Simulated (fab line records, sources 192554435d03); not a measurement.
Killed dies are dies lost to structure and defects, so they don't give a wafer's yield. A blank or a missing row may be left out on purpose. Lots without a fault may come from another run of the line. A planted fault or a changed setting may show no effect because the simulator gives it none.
Split-lot experiment | flow n5_finfet | 7 lots, 21 wafers read, on a route of 1938 steps

THE SPLIT
At N5_GATE_CUT_ETCH_58 (etches SiNx in CH3F/O2, target depth 17 nm, time 128.6 s), the setting bias_w was moved away from the recipe's 21 W on 6 of the 21 wafers read, by -15.5% to +14.1%. The other wafers ran this setting at the recipe's value.

The reading is taken at the split's own step.

THE READING
rf_vpp_V, in V, at N5_GATE_CUT_ETCH_58 (etches SiNx in CH3F/O2, target depth 17 nm, time 128.6 s). Fault-free wafers of this fab line usually give 98.8 V, standard deviation 0.84 V.

wafer  | tool, chamber at the split | bias_w as run, W | against the recipe | rf_vpp_V, V | against lot-mates on the recipe
L081.2 | rie_diel-03, 3             | 17.75            | -15.5%             | 89.0        | -10.3
L081.3 | rie_diel-03, 0             | 21               | recipe             | 99.3        | -
L081.6 | rie_diel-03, 3             | 17.75            | -15.5%             | 88.7        | -10.6
L082.2 | rie_diel-03, 3             | 23.96            | +14.1%             | 107.3       | +7.9
L082.3 | rie_diel-03, 2             | 21               | recipe             | 99.4        | -
L082.5 | rie_diel-03, 1             | 23.96            | +14.1%             | 107.2       | +7.8
L087.1 | rie_diel-03, 2             | 21               | recipe             | 98.8        | -
L087.3 | rie_diel-03, 1             | 21               | recipe             | 99.6        | -
L087.5 | rie_diel-03, 2             | 21               | recipe             | 98.9        | -
L088.1 | rie_diel-01, 3             | 21               | recipe             | 98.5        | -
L088.4 | rie_diel-01, 2             | 21               | recipe             | 97.4        | -
L088.5 | rie_diel-01, 1             | 21               | recipe             | 96.6        | -
L089.3 | rie_diel-03, 0             | 21               | recipe             | 98.9        | -
L089.4 | rie_diel-03, 2             | 21               | recipe             | 99.7        | -
L089.5 | rie_diel-03, 0             | 21               | recipe             | 98.2        | -
L092.2 | rie_diel-03, 2             | 23.42            | +11.5%             | 105.4       | +7.1
L092.5 | rie_diel-03, 2             | 23.42            | +11.5%             | 105.5       | +7.2
L092.6 | rie_diel-03, 3             | 21               | recipe             | 98.3        | -
L096.3 | rie_diel-01, 3             | 21               | recipe             | 98.0        | -
L096.4 | rie_diel-01, 1             | 21               | recipe             | 97.6        | -
L096.5 | rie_diel-01, 2             | 21               | recipe             | 98.4        | -

THE FIT
A straight line over all 21 wafers: rf_vpp_V changes by +0.618 V for each +1% of bias_w; r = +0.99; the points scatter about the line by 0.75 V.
The same after taking each lot's own level away (the mean of its wafers on the recipe; 21 wafers): +0.624 V for each +1%; r = +0.99; scatter 0.57 V.
On that fit, the largest move of bias_w shifts the reading by 9.7 V.
The lots' own levels span 97.50 to 99.40 V, that is 2.3 times the standard deviation above.
So the lot-to-lot level changes the slope little: the two slopes agree.
Check: with one of the wafers moved furthest among these (-15.5%) left out of the fit, the line predicts -9.64 V for it against its lot-mates. It came out at -10.3 V against them.
Tool readings at the split's step, against how far the setting was moved: rf_vpp_V r = +0.99.

OTHER SPLITS ON THESE WAFERS
These wafers also went through other splits before the reading. Each is held against what the fit with the lots' levels taken away leaves over:
other split on the same wafers | wafers away from the commonest value | r with rf_vpp_V (lot level and that fit taken away)
N5_SD_EPI_P_EPI_21 time_s      | 7                                    | +0.40
N5_ILD0_CMP_03 down_force_psi  | 7                                    | +0.09
N5_HKMG_FIN_ETCH_32 bias_w     | 6                                    | +0.20
N5_HKMG_FIN_ETCH_35 time_s     | 7                                    | +0.27

THE FILE'S OWN FIT
rf_vpp_V changes by +0.621 V for each +1% of bias_w, r = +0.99.
